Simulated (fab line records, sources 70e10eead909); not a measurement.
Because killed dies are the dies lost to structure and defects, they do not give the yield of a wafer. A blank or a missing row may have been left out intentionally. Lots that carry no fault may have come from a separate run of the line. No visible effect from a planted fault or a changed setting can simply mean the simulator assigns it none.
Chamber matching :: flow nandHarc :: NHARC_P_BONDPAD_CMP_32 on cmp-01: 4 sister chambers
The step polishes SiCN, target thk 200 nm. 8 wafers are shown with their chamber, then 7 later ones without.

WAFERS PAIRED WITH THEIR CHAMBERS
wafer: L082.1
chamber: 2
motorCurrentA (A): 12.1
slurryFilterDpKPa (kPa): 13.44

wafer: L082.3
chamber: 0
motorCurrentA (A): 12.5
slurryFilterDpKPa (kPa): 13.44

wafer: L082.4
chamber: 3
motorCurrentA (A): 10.7
slurryFilterDpKPa (kPa): 13.53

wafer: L084.1
chamber: 1
motorCurrentA (A): 11.4
slurryFilterDpKPa (kPa): 13.42

wafer: L084.3
chamber: 3
motorCurrentA (A): 10.4
slurryFilterDpKPa (kPa): 13.62

wafer: L084.4
chamber: 0
motorCurrentA (A): 12.4
slurryFilterDpKPa (kPa): 13.32

wafer: L085.2
chamber: 2
motorCurrentA (A): 11.2
slurryFilterDpKPa (kPa): 13.45

wafer: L085.3
chamber: 1
motorCurrentA (A): 11.3
slurryFilterDpKPa (kPa): 13.58

WAFERS WITHOUT THEIR CHAMBER
wafer: L085.6
motorCurrentA (A): 11.5
slurryFilterDpKPa (kPa): 13.41

wafer: L094.1
motorCurrentA (A): 10.9
slurryFilterDpKPa (kPa): 13.52

wafer: L094.4
motorCurrentA (A): 11.8
slurryFilterDpKPa (kPa): 13.34

wafer: L094.6
motorCurrentA (A): 12.1
slurryFilterDpKPa (kPa): 13.40

wafer: L097.1
motorCurrentA (A): 12.4
slurryFilterDpKPa (kPa): 13.41

wafer: L097.4
motorCurrentA (A): 12.0
slurryFilterDpKPa (kPa): 13.49

wafer: L097.6
motorCurrentA (A): 11.4
slurryFilterDpKPa (kPa): 13.67

EACH ONE'S CHAMBER
wafer: L085.6
from the rows above: can't be placed: 2 or 1
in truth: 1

wafer: L094.1
from the rows above: can't be placed: 3 or 1 or 2
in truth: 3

wafer: L094.4
from the rows above: can't be placed: 2 or 0 or 1
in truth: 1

wafer: L094.6
from the rows above: can't be placed: 0 or 2 or 1
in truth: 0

wafer: L097.1
from the rows above: can't be placed: 0 or 2
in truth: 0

wafer: L097.4
from the rows above: can't be placed: 2 or 1 or 0
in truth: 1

wafer: L097.6
from the rows above: can't be placed: 1 or 3 or 2
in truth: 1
0 of 7 placed correctly. Can't be placed from these rows: 7 (the true chamber is among the candidates in 7). 0 placed wrongly.
How it was worked out, from the rows above alone: a wafer's distance from a chamber is the root of the sum, over the readings, of the square of ((its reading less the chamber's mean) divided by the reading's scatter). The wafer belongs to the nearest chamber; if the next one is less than 2 further off, it can't be placed. The mean given for a chamber averages the wafers shown for that chamber. The scatter: the root of (the sum of the squares of (reading less its chamber's mean) over the shown wafers, divided by (wafers less chambers)).
